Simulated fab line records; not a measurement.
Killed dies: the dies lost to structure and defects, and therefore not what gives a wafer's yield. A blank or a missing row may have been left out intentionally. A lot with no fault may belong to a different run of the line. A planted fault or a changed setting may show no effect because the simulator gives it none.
A struck lot beside a sound one	flow n5Finfet	16 out of 1938 route steps
Sound: the wafers L160.3, L160.4, L160.5. The struck wafers were L161.2, L161.4, L161.5. The cause is named last.
At each step with rows: each side's tool, then ch and its chambers, then its first start. Under that, the readings that differ: sound wafers	struck wafers	difference of the means	sigmas: that difference in standard deviations of wafers without a fault.
alike: readings whose means differ by less than 2 such deviations, and words and numbers that are the same on both sides. not compared: withheld readings, readings that some wafer has no value for, bounds like >300 that may hide the same value, and numbers for which the record gives no deviation and whose values overlap.
A row with sigmas, a row that says differs or no value, or rows on one side alone: a step with any of these is where the two part. Non-overlapping numbers with no deviation appear without sigmas and do not part them. A reading that every wafer of one side lacks parts them only if that side has two wafers or more.

first, 10 steps without rows for these wafers: N5_ZERO_LAYER_DESCUM_16 (chemistry O2, time 7.9 s); N5_ZERO_LAYER_ETCH_17 (etches SiO2 in CF4, target depth 12 nm, time 13.3 s); N5_ZERO_LAYER_ETCH_18 (etches Si in HBr/Cl2, target depth 120 nm, time 40 s); N5_ZERO_LAYER_STRIP_24 (strips in O2); N5_ZERO_LAYER_STRIP_19 (strips in SPM, time 900 s); N5_WELL_APT_HMDS_01 (time 60 s); N5_WELL_APT_COAT_02 (resist thk 950 nm); N5_WELL_APT_EBR_04; N5_WELL_APT_SOFTBAKE_03 (time 60 s); N5_WELL_APT_EXPOSE_05 (exposes mask NWELL, defocus 0 nm, target cd 200 nm).
N5_WELL_APT_PEB_06: peb time 90 s.
  sound on lithoTrack-01 ch 0, day 6 01:37; struck on lithoTrack-05 ch 0, day 6 07:56
reading	sound	struck	difference	sigmas
heaterPowerTotalW (W)	172.8 171.2 173.1	179.0 180.9 179.5	+7.4	+9
then, 2 steps without rows for these wafers: N5_WELL_APT_DEVELOP_07 (develop time 45 s); N5_WELL_APT_HARDBAKE_12 (time 120 s).
N5_WELL_APT_DESCUM_13: chemistry O2, time 7.9 s.
  sound on rieDiel-01 ch 1,2, day 6 02:13; struck on rieDiel-06 ch 0,1,3, day 6 08:12
  alike: drypumpMotorCurrentA, oesProductAu, rfVppV, showerheadPlenumPTorr, throttleValvePct
  not compared: rfHoursCounterH, model.WELL_APT.cdNm
then, 1 step without rows for these wafers: N5_WELL_APT_IMPLANT_14.
-- here the record skips 7 days between the struck wafers' starts before and after, leaving off in module WELL_APT and picking up in module BEOL_M4 (first step shown: number 1111 of the route) --
N5_BEOL_M4_RC_MEAS_101:
  sound on prober-02 ch 0, day 12 21:02; struck on prober-01 ch 0, day 13 01:40
  alike: DIBL_N, DIBL_P, IOFF_N, IOFF_P, ION_N, ION_P, SS_N, SS_P, VT_N, VT_P

== WHERE THEY PART ==
Only at N5_WELL_APT_PEB_06, as far as this record shows. Later steps at which nothing parts them and some readings are alike: N5_WELL_APT_DESCUM_13, N5_BEOL_M4_RC_MEAS_101.

WHY: whatever the simulator had introduced
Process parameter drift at N5_WELL_APT_PEB_06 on lithoTrack-05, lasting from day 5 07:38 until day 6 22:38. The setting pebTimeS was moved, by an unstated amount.
